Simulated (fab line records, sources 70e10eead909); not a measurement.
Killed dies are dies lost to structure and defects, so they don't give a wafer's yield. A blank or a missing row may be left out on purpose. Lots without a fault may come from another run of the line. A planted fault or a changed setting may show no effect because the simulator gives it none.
Problem report in the 8D (eight disciplines) form, filled by code | flow nand_harc | the parts of the form that need people (team, actions taken, sign-off) are left out

1. THE PROBLEM
thk_nm at NHARC_A_ONON_D1_THK_MEAS_05 reads a mean of 630 nm on 6 wafers of 2 lots; wafers without a fault read 999 nm with a standard deviation of 10. That is -37 standard deviations from the usual mean.
The step: measures by ellipsometry.
First seen on wafer L640.1, day 11 01:47, on film_metro-02. The record holds 33 wafers of 11 lots with a number at this step. Rule for "out", or "out of limits": more than 4 standard deviations from the usual mean. The other wafers with a number count as sound.

2. WHAT IT IS AND WHAT IT IS NOT
question                    | is                     | is not
which readings at this step | thk_nm                 | -
which lots                  | L640, L642             | L626, L629, L631, L633, L636, L639, L641, L643, L649
which wafers of those lots  | all that have a number | -
read on which gauges        | film_metro-02          | film_metro-01
when                        | from day 11 01:47      | up to then (21 sound wafers); but 6 sound wafers of L643, L649 came after

3. SUSPECTS, AND WHAT RULES EACH OUT
Counting: a tool at a process step up to the reading stays a suspect if it ran every lot that is out and no sound lot after the first of them.
- the gauge at NHARC_A_ONON_D1_THK_MEAS_05: ruled out. All the wafers that are out were read on film_metro-02, but those of them that NHARC_END_SORT_01 has rows for are out there too, on other tools.
- rie_diel-06 at NHARC_P_BONDPAD_ETCH_24 (etches the open film in CF4/N2, target depth 30 nm, time 72.99 s): kept. It ran every lot that is out, first L640 (day 10 02:10), and no sound lot after that; its last sound lot up to then is L641 (day 10 01:17). NHARC_P_BONDPAD_ETCH_24 gives no start for some lots, so the hours and the order of its lots are those of NHARC_A_ZERO_WELL_ETCH_19.
- rie_si-05 at NHARC_A_ZERO_WELL_ETCH_13 (etches the open film in HBr/Cl2, target depth 120 nm, time 40.1 s): ruled out as a lasting fault. Sound lots L643, L649 ran on it after its first lot that is out, L640 (day 10 02:17).
- pecvd_onon-01 at NHARC_A_ONON_D1_DEP_03 (target thk 1000 nm): kept. It ran every lot that is out, first L640 (day 11 01:16), and no sound lot after that; its last sound lot up to then is L639 (day 10 14:35).
Left after counting: rie_diel-06 at NHARC_P_BONDPAD_ETCH_24, pecvd_onon-01 at NHARC_A_ONON_D1_DEP_03.

4. THE CAUSE (what the simulator had put in)
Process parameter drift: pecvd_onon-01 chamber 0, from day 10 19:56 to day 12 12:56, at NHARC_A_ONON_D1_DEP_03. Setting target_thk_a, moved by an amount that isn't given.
Counting left 2 suspects, and this tool is among them.

5. THE CHAIN OF EFFECTS, in route order
Each row: a reading whose mean over the struck wafers that have a number lies more than 3 standard deviations from the usual. Only readings for which the record gives a usual standard deviation are gone through. hours: the time from each lot's start at the first step in this table that gives one to its start at this step, as a median over the lots. sigmas: the change in usual standard deviations.
hours | step                        | reading         | usual  | on struck wafers | change | sigmas
0     | NHARC_A_ONON_D1_THK_MEAS_05 | thk_nm          | 999 nm | 630              | -369   | -37
278   | NHARC_END_SORT_01           | killed_at_array | 28     | 672              | +644   | +59
278   | NHARC_END_SORT_01           | killed_dies     | 32     | 677              | +645   | +59

6. WHAT WOULD HAVE CAUGHT IT SOONER
In this record the first reading out of limits at a measuring or inspecting step was taken at day 11 01:47, 6 hours after the fault began at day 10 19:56.
Of the tool readings at NHARC_A_ONON_D1_DEP_03 for which the record gives a usual standard deviation, none was out on any struck wafer, so an alarm limit of 4 standard deviations on them would not have fired.
Of the lots that are out (2), L642 began NHARC_A_ONON_D1_DEP_03 on pecvd_onon-01 after day 11 01:47. A hold on the tool at that time would have spared it.
